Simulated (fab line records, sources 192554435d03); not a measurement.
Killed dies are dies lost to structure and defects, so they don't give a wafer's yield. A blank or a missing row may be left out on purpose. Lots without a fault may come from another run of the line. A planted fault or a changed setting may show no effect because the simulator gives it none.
Chamber matching | flow n5_finfet | N5_BEOL_M0_SAQP_STRIP_75 on rie_diel-04: 4 sister chambers
The step strips in CF4. 20 wafers are shown with their chamber, then 10 later ones without.

WAFERS WITH THEIR CHAMBER
wafer  | chamber | drypump_motor_current_A (A) | throttle_valve_pct (%) | oes_product_au (a.u.)
L076.1 | 2       | 5.6                         | 13.29                  | 0.169
L076.2 | 3       | 5.4                         | 13.28                  | 0.206
L076.4 | 1       | 6.5                         | 13.48                  | 0.172
L077.1 | 3       | 5.4                         | 13.27                  | 0.200
L077.4 | 2       | 5.6                         | 13.29                  | 0.174
L077.6 | 1       | 6.5                         | 13.50                  | 0.168
L078.1 | 1       | 6.6                         | 13.49                  | 0.171
L078.3 | 0       | 6.6                         | 13.75                  | 0.194
L078.5 | 0       | 6.6                         | 13.76                  | 0.193
L079.3 | 3       | 5.4                         | 13.29                  | 0.212
L079.4 | 1       | 6.5                         | 13.49                  | 0.170
L079.6 | 3       | 5.4                         | 13.30                  | 0.199
L080.1 | 1       | 6.5                         | 13.50                  | 0.165
L080.2 | 3       | 5.4                         | 13.30                  | 0.199
L080.6 | 1       | 6.5                         | 13.50                  | 0.164
L082.1 | 0       | 6.6                         | 13.76                  | 0.187
L082.3 | 3       | 5.4                         | 13.30                  | 0.198
L082.6 | 3       | 5.4                         | 13.31                  | 0.208
L087.1 | 1       | 6.6                         | 13.52                  | 0.165
L087.3 | 2       | 5.6                         | 13.34                  | 0.169

SIGNATURES (means of the wafers above)
reading                 | chamber 0 | chamber 1 | chamber 2 | chamber 3 | scatter within a chamber
drypump_motor_current_A | 6.600     | 6.529     | 5.600     | 5.400     | 0.0299
throttle_valve_pct      | 13.7567   | 13.4971   | 13.3067   | 13.2929   | 0.0154
oes_product_au          | 0.19133   | 0.16786   | 0.17067   | 0.20314   | 0.00425
Rule: a wafer's distance from a chamber is the root of the sum, over the readings, of the square of ((its reading less the chamber's mean) divided by the reading's scatter). The wafer belongs to the nearest chamber; if the next one is less than 2 further off, it can't be placed. The scatter: the root of (the sum of the squares of (reading less its chamber's mean) over the shown wafers, divided by (wafers less chambers)).

WAFERS WITHOUT THEIR CHAMBER
wafer  | drypump_motor_current_A (A) | throttle_valve_pct (%) | oes_product_au (a.u.)
L087.4 | 6.6                         | 13.79                  | 0.194
L090.1 | 5.4                         | 13.34                  | 0.196
L090.3 | 6.5                         | 13.55                  | 0.171
L090.6 | 6.6                         | 13.80                  | 0.199
L091.2 | 6.5                         | 13.80                  | 0.187
L091.4 | 5.6                         | 13.35                  | 0.175
L091.5 | 5.6                         | 13.35                  | 0.170
L095.3 | 5.4                         | 13.36                  | 0.200
L095.5 | 5.6                         | 13.37                  | 0.167
L095.6 | 5.4                         | 13.34                  | 0.197

WHICH CHAMBER EACH WENT THROUGH
wafer  | from the rows above | in truth
L087.4 | 0                   | 0
L090.1 | 3                   | 3
L090.3 | 1                   | 1
L090.6 | 0                   | 0
L091.2 | 0                   | 0
L091.4 | 2                   | 2
L091.5 | 2                   | 2
L095.3 | 3                   | 3
L095.5 | 2                   | 2
L095.6 | 3                   | 3
Placed correctly: 10 of 10. Can't be placed from these rows: 0. Placed wrongly: 0.
